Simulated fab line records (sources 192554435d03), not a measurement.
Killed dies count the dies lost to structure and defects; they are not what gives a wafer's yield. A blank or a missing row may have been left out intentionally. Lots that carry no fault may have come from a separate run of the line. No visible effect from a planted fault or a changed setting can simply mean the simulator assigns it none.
Problem report in the 8D (eight disciplines) form, filled by code :: flow n5 finfet :: the parts of the form that need people (team, actions taken, sign-off) are left out

1. PROBLEM STATEMENT
Wafers without a fault read 1500.1 rpm, standard deviation 0.96; spin speed rpm at N5_SDB_COAT_05 reads a mean of 1369.3 rpm on 6 wafers belonging to 2 lots. That is -99 or more standard deviations from the usual mean.
The step: resist thk 90 nm.
The first sign was on wafer L451.2 at day 5 11:58, on litho track-04. The record holds 30 wafers of 10 lots with a number at this step. The rule behind "out" and "out of limits": a value lying over 4 standard deviations away from the usual mean. The rest of the wafers with a number are treated as sound.

2. WHAT IT IS AND WHAT IT IS NOT
question: which readings at this step
is: spin speed rpm
is not: -

question: which lots
is: L451, L454
is not: L446, L450, L458, L460, L462, L463, L465, L466

question: which wafers of those lots
is: all that have a number
is not: -

question: read on which tools
is: litho track-04
is not: litho track-01, litho track-05

question: when
is: from day 5 11:58
is not: up to then (6 sound wafers); but 18 sound wafers of L458, L460, L462, L463, L465, L466 came after

3. SUSPECTS, AND WHAT RULES EACH OUT
Counting: a tool stays on the suspect list if, at a process step up to the reading, it processed all lots that are out and no sound lot following the first of them.
- litho track-04 at N5_SDB_COAT_05 (resist thk 90 nm): ruled out as a lasting fault. Sound lots L466 ran on it after its first lot that is out, L451 (day 5 11:58).
Left after counting: nothing in the record.

4. THE CAUSE (what the simulator had put in)
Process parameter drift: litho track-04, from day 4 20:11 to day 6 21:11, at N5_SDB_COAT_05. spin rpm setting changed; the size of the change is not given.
Counting ruled it out, wrongly.

5. THE CHAIN OF EFFECTS, in route order
Rows list readings where the struck wafers' mean (over those with a number) sits beyond 3 standard deviations from the usual. Readings are gone through only where the record gives a usual standard deviation; hours: the median, over the lots, of the time from a lot's start at the first step in this table giving one to that lot's start at this step; sigmas: the change measured in usual standard deviations.
hours: 0
step: N5_SDB_COAT_05
reading: spin speed rpm
usual: 1500.1 rpm
on struck wafers: 1369.3
change: -130.8
sigmas: -99 or more
It contains these process steps:
- N5_SDB_COAT_05: resist thk 90 nm.
Later steps that measure or inspect, where all struck wafers having a row at the step show a number for every such reading and not one has moved that far: N5_BEOL_M4_RC_MEAS_101.

6. HOW IT WOULD HAVE BEEN CAUGHT EARLIER
First out-of-limits reading in this record: day 5 11:58, which is 16 hours after fault onset at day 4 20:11.
